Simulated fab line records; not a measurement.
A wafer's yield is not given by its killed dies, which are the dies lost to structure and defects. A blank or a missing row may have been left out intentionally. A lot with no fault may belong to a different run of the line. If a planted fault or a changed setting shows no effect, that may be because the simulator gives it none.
Problem report in the 8D (eight disciplines) form, filled by code :: flow n5 finfet :: the parts of the form that need people (team, actions taken, sign-off) are left out

1. THE PROBLEM
Wafers without a fault read 185.0 W, standard deviation 0.62; bias w at N5_BEOL_M6_TRENCH_ETCH_37 reads a mean of 176.9 W on 3 wafers belonging to 2 lots. Measured from the usual mean, that is -13 standard deviations.
The step: etches SiCOH lowk in C4F6/O2, target depth 94.435 nm, time 31.5 s.
Seen first at day 10 08:56 on rie diel-01, wafer L584.1. The record has a number at this step for 33 wafers belonging to 11 lots. Rule for "out" (also "out of limits"): further than 4 standard deviations from the usual mean. All remaining wafers that have a number are taken as sound.

2. WHAT IT IS, AND WHAT IT ISN'T
question: which readings at this step
is: bias w
is not: drypump motor current A, oes product au, showerhead plenum p Torr, throttle valve pct

question: which lots
is: L584, L590
is not: L585, L587, L597, L598, L601, L602, L603, L604, L605

question: which wafers of those lots
is: L584.1, L584.4, L590.5
is not: L584.5, L590.2, L590.3

question: read on which tools
is: rie diel-01
is not: rie diel-04, rie diel-05

question: when
is: from day 10 08:56
is not: up to then (4 sound wafers); but 26 sound wafers of L587, L590, L597, L598, L601, L602, L603, L604, L605 came after

3. SUSPECTS, AND WHAT RULES EACH OUT
Counting: a tool at a process step up to the reading stays a suspect if it ran every lot that is out. Sound lots after the first of them don't rule it out here, since some wafers of a struck lot are sound.
- rie diel-01 at N5_BEOL_M6_ETCH_66 (etches SOC in N2/H2, target depth 80 nm, overetch 16 nm, time 120 s): kept. It processed each lot that is out (first: L584, day 10 08:45); up to then, its last sound lot is L585 (day 9 16:40).
- rie diel-01 at N5_BEOL_M6_TRENCH_ETCH_37 (etches SiCOH lowk in C4F6/O2, target depth 94.435 nm, time 31.5 s): kept. It processed each lot that is out (first: L584, day 10 08:56); up to then, its last sound lot is L585 (day 9 16:52). Its own readings are out on those wafers: bias w.
- At N5_BEOL_M6_ETCH_66, inside rie diel-01: chamber 1 took the wafers that are out, while their sound lot-mates went through chambers 0, 2, 3.
- At N5_BEOL_M6_TRENCH_ETCH_37, inside rie diel-01: chamber 1 took the wafers that are out, while their sound lot-mates went through chambers 0, 2, 3.
After counting, rie diel-01 at N5_BEOL_M6_ETCH_66 and rie diel-01 at N5_BEOL_M6_TRENCH_ETCH_37 remain.

4. THE CAUSE (what the simulator had put in)
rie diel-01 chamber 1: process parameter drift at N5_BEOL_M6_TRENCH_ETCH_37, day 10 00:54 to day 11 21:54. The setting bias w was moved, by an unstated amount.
2 suspects survive the count, and this tool is in that group.

5. THE CHAIN OF EFFECTS, in route order
Each row: a reading where the mean over the struck wafers with a number is more than 3 standard deviations away from the usual. Scope: only readings with a usual standard deviation given in the record; hours: median across lots of the time from each lot's start at the first step in this table that gives one to its start at this step; sigmas: change in usual standard deviations.
hours: 0
step: N5_BEOL_M6_TRENCH_ETCH_37
reading: bias w
usual: 185.0 W
on struck wafers: 176.9
change: -8.1
sigmas: -13

hours: 0
step: N5_BEOL_M6_TRENCH_ETCH_37
reading: rf vpp V
usual: 663 V
on struck wafers: 637
change: -26
sigmas: -3.8
The process steps in it:
- N5_BEOL_M6_TRENCH_ETCH_37: etches SiCOH lowk in C4F6/O2, target depth 94.435 nm, time 31.5 s.
Later measuring or inspecting steps at which every struck wafer that the step has a row for has a number for every such reading, and none has moved that far: N5_BEOL_M6_CD_MEAS_35.

6. HOW IT WOULD HAVE BEEN CAUGHT EARLIER
In this record the first reading out of limits was taken at day 10 08:56, 8 hours after the fault began at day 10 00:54.
